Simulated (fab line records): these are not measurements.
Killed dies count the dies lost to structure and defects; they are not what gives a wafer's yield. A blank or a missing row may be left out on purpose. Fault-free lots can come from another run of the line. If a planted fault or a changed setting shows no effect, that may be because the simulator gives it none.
fab line records | flow nandHarc | part 2 of 2: steps 28 to 36 of 36
record lots=5 wafers=15 lastDay=23
route steps=1159 shown A_WL_FILL@817 A_CONTACT@840
lots that met no fault: taken from a fault-free run of the same line
startH: start of the lot's first displayed wafer, in hours after the record's first day | waitH: hours since the lot's step before | " unchanged from the row above | L1.1+2: a row that stands for several wafers | - no value, or no start given | * or withheld: withheld | < > ~ a bound
route shown NAME@n: a module of which the file shows steps, and the number in the route of the first | usual: mean/standard deviation of fault-free wafers | same: alike in all rows | chamber/n: place in a boat | sites: per-site readings | _std_site: the standard deviation of these | _edge_site: outer sites' mean less inner sites' | radiusMm: how far each site lies from the wafer's centre | mask NAME#n: copy n | behind: the most recent tool/chamber to have shaped the wafer | hold: what put the lot on hold/how long, in hours/how the hold closed | device: which transistor (n, p or np) failed to switch | end of line: at the end of the route, the tests of the same wafers | step lacking rows: just its recipe | killed: not the wafer's yield, but the dies lost to structure and defects at the first sort | map: a wafer's dies, x killed, . not, _ none there
set.NAME: the run value of the setting; set.NAME@STEP: its run value at that earlier step | model.NAME: the simulator's own value behind a step, which no gauge read
lots at selected steps of the route; one table per step, one row per wafer
services: a tool's chamber out of use, with start hour (startH, from the record's first day; less than 0 if before it), hours out, and reason
## steps
# step NHARC_A_CONTACT_SOFTBAKE_37
# recipe tempC=105 timeS=55
# usual resistLineTempC=23.00/0.11
# columns lot.wafer tool chamber startH waitH resistLineTempC
L077.2 lithoTrack-04 0 - - 22.93
L077.3 " 0 " " 23.05
L077.6 " 0 " " 22.80
L083.1 lithoTrack-04 0 - - 23.10
L083.5 " 0 " " 23.10
L083.6 " 0 " " 23.02
L087.2 lithoTrack-04 0 - - 22.95
L087.3 " 0 " " 22.95
L087.5 " 0 " " 22.98
L086.2 lithoTrack-04 0 - - 23.07
L086.4 " 0 " " 23.10
L086.5 " 0 " " 22.90
L097.1 lithoTrack-06 0 - - 22.97
L097.3 " 0 " " 22.98
L097.6 " 0 " " 22.77
# step NHARC_A_CONTACT_EBR_38
# usual resistLineTempC=23.01/0.095
# columns lot.wafer tool chamber startH waitH resistLineTempC
L077.2 lithoTrack-04 0 - - 22.87
L077.3 " 0 " " 23.00
L077.6 " 0 " " 23.00
L083.1 lithoTrack-04 0 - - 23.04
L083.5 " 0 " " 22.78
L083.6 " 0 " " 22.92
L087.2 lithoTrack-04 0 - - 23.05
L087.3 " 0 " " 23.09
L087.5 " 0 " " 23.07
L086.2 lithoTrack-04 0 - - 22.98
L086.4 " 0 " " 23.09
L086.5 " 0 " " 23.06
L097.1 lithoTrack-06 0 - - 22.89
L097.3 " 0 " " 23.10
L097.6 " 0 " " 22.99
# step NHARC_A_CONTACT_EXPOSE_39
# recipe na=1.35 sigmaOuter=0.8 doseMj=58.79 maskId=A_CC_3
# usual stageVelMmS=499.99/0.25
# columns lot.wafer tool chamber startH waitH mask stageVelMmS
L077.2 arfiScanner-02 0 372.37 - A_CC_3#0 499.84
L077.3 " 0 " " A_CC_3#0 500.15
L077.6 " 0 " " A_CC_3#0 499.43
L083.1 arfiScanner-03 0 424.79 - A_CC_3#0 499.92
L083.5 " 0 " " A_CC_3#0 500.07
L083.6 " 0 " " A_CC_3#0 499.75
L087.2 arfiScanner-03 0 437.13 - A_CC_3#0 499.94
L087.3 " 0 " " A_CC_3#0 499.98
L087.5 " 0 " " A_CC_3#0 500.18
L086.2 arfiScanner-01 0 441.63 - A_CC_3#0 499.79
L086.4 " 0 " " A_CC_3#0 500.16
L086.5 " 0 " " A_CC_3#0 499.65
L097.1 arfiScanner-03 0 491.88 - A_CC_3#0 499.94
L097.3 " 0 " " A_CC_3#0 499.88
L097.6 " 0 " " A_CC_3#0 499.56
# step NHARC_A_CONTACT_PEB_40
# recipe pebTempC=100 pebTimeS=65
# usual resistLineTempC=22.99/0.12
# columns lot.wafer tool chamber startH waitH resistLineTempC
L077.2 lithoTrack-06 0 372.43 0.1 23.19
L077.3 " 0 " " 23.07
L077.6 " 0 " " 23.05
L083.1 lithoTrack-06 0 424.86 0.1 22.91
L083.5 " 0 " " 22.84
L083.6 " 0 " " 22.98
L087.2 lithoTrack-01 0 437.18 0.1 22.90
L087.3 " 0 " " 23.00
L087.5 " 0 " " 23.18
L086.2 lithoTrack-06 0 441.68 0.1 22.61
L086.4 " 0 " " 22.85
L086.5 " 0 " " 22.78
L097.1 lithoTrack-01 0 491.94 0.1 23.06
L097.3 " 0 " " 22.85
L097.6 " 0 " " 22.87
# step NHARC_A_CONTACT_DEVELOP_41
# recipe developTimeS=35 devTempC=23
# usual resistLineTempC=23.00/0.11
# columns lot.wafer tool chamber startH waitH resistLineTempC
L077.2 lithoTrack-06 0 - - 23.09
L077.3 " 0 " " 22.98
L077.6 " 0 " " 23.07
L083.1 lithoTrack-06 0 - - 22.95
L083.5 " 0 " " 22.99
L083.6 " 0 " " 22.96
L087.2 lithoTrack-01 0 - - 22.93
L087.3 " 0 " " 23.14
L087.5 " 0 " " 23.11
L086.2 lithoTrack-06 0 - - 23.05
L086.4 " 0 " " 22.97
L086.5 " 0 " " 23.12
L097.1 lithoTrack-01 0 - - 22.88
L097.3 " 0 " " 23.04
L097.6 " 0 " " 22.91
# step NHARC_A_CONTACT_CD_MEAS_42
# recipe targetCdNm=200 landingEnergyEv=500
# usual cdNm=199.6/0.63
# columns lot.wafer tool chamber startH waitH cdNm
L077.2 cdSem-01 0 372.51 - 199.9
L077.3 " 0 " " 198.7
L077.6 " 0 " " 199.6
L083.1 cdSem-02 0 424.94 - 200.3
L083.5 " 0 " " 200.5
L083.6 " 0 " " 200.2
L087.2 cdSem-02 0 437.26 - 199.7
L087.3 " 0 " " 199.3
L087.5 " 0 " " 200.5
L086.2 cdSem-01 0 441.76 - 199.2
L086.4 " 0 " " 199.5
L086.5 " 0 " " 199.6
L097.1 cdSem-03 0 492.03 - 200.1
L097.3 " 0 " " 199.7
L097.6 " 0 " " 199.4
# step NHARC_A_CONTACT_OVL_MEAS_43
# usual overlayXNm=-0.1/0.66 overlayYNm=0.1/0.98
# columns lot.wafer tool chamber startH waitH overlayXNm overlayYNm
L077.2 overlay-01 - 372.59 - 0.0 0.3
L077.3 " - " " 0.1 0.2
L077.6 " - " " 0.5 0.2
L083.1 overlay-02 - 425.03 - 0.5 -0.8
L083.5 " - " " 0.4 -0.9
L083.6 " - " " 0.4 -1.3
L087.2 overlay-01 - 437.35 - 0.5 -1.2
L087.3 " - " " -0.5 -0.8
L087.5 " - " " 0.2 -1.0
L086.2 overlay-01 - 441.85 - -0.7 0.8
L086.4 " - " " -0.6 0.6
L086.5 " - " " -0.8 0.8
L097.1 overlay-02 - 492.11 - -0.7 0.4
L097.3 " - " " -0.2 0.6
L097.6 " - " " -0.5 0.0
# step NHARC_A_CONTACT_INSPECT_44
# usual rawDefectCount=25/12
# columns lot.wafer tool chamber startH waitH rawDefectCount
L077.2 defectInspect-01 - 372.63 0.0 21
L077.3 " - " " 18
L077.6 " - " " 19
L083.1 defectInspect-02 - 425.06 0.0 25
L083.5 " - " " 27
L083.6 " - " " 28
L087.2 defectInspect-01 - 437.40 0.1 33
L087.3 " - " " 32
L087.5 " - " " 22
L086.2 defectInspect-02 - 441.89 0.0 11
L086.4 " - " " 9
L086.5 " - " " 13
L097.1 defectInspect-02 - 492.15 0.0 42
L097.3 " - " " 32
L097.6 " - " " 62
# step NHARC_A_CONTACT_DESCUM_47
# recipe timeS=3 o2FlowSccm=200 arFlowSccm=0 biasPowerW=0 chemistry=O2
# usual drypumpMotorCurrentA=5.67/0.23 oesProductAu=0.998/0.011 rfVppV=57.7/0.9 showerheadPlenumPTorr=1.89/0.078 throttleValvePct=11.311/0.0083
# columns lot.wafer tool chamber startH waitH drypumpMotorCurrentA oesProductAu rfHoursCounterH rfVppV showerheadPlenumPTorr throttleValvePct
L077.3 rieDiel-08 1 372.69 0.1 5.95 1.001 13 58.9 1.99 11.305
L077.2 " 3 " " 5.96 0.980 13 56.6 1.86 11.314
L077.6 " 2 " " 5.35 0.988 - 55.5 1.79 11.324
L083.1 rieDiel-08 1 425.13 0.1 5.92 1.009 24 58.3 1.99 11.325
L083.6 " 1 " " 5.92 1.000 - 58.1 1.99 11.300
L083.5 " 2 " " 5.35 1.002 - 55.8 1.79 11.303
L087.2 rieDiel-08 0 437.48 0.1 5.58 1.020 28 56.8 1.87 11.293
L087.3 " 0 " " 5.57 1.015 - 59.7 1.87 11.315
L087.5 " 0 " " 5.58 1.011 - 58.9 1.87 11.310
L086.4 rieDiel-11 1 442.06 0.2 5.79 0.978 22 56.8 1.85 11.310
L086.2 " 2 " " 5.58 1.013 22 56.3 1.83 11.294
L086.5 " 3 " " 5.81 0.993 - 58.3 1.97 11.302
L097.1 rieDiel-11 0 492.21 0.1 5.46 1.015 45 58.4 1.99 11.306
L097.3 " 2 " " 5.59 1.014 40 57.2 1.82 11.309
L097.6 " 0 " " 5.46 1.009 - 57.8 1.99 11.310
## services
# columns tool chamber startH hours kind
pecvd-03 0 329.89 3.9 repair
wetBench-04 - 339.20 8.0 pm
rieDiel-08 3 359.70 1.3 repair
cvdW-02 - 375.32 0.5 repair
cvdW-02 - 378.78 13.0 pm
rieDiel-09 1 390.44 19.3 repair
pecvd-03 - 394.27 2.7 repair
rieSi-01 2 406.41 4.9 repair
rieDiel-09 - 431.17 9.0 pm
pecvd-03 2 431.30 3.2 repair
rieDiel-08 1 437.38 8.4 repair
aldMetal-01 3 439.75 14.2 repair
lithoTrack-01 - 443.00 7.0 pm
rieDiel-09 3 449.04 6.7 repair
aldMetal-01 - 458.00 10.0 pm
aldHk-02 - 459.27 10.0 pm
rieSi-01 1 459.52 7.1 repair
rieDiel-08 2 461.42 1.3 repair
wetBench-09 - 464.84 8.0 pm
arfiScanner-03 - 465.70 1.2 repair
lithoTrack-06 - 467.00 7.0 pm
pecvd-03 - 473.54 13.0 pm
aclDep-01 - 476.28 13.0 pm
lithoTrack-04 - 491.00 7.0 pm
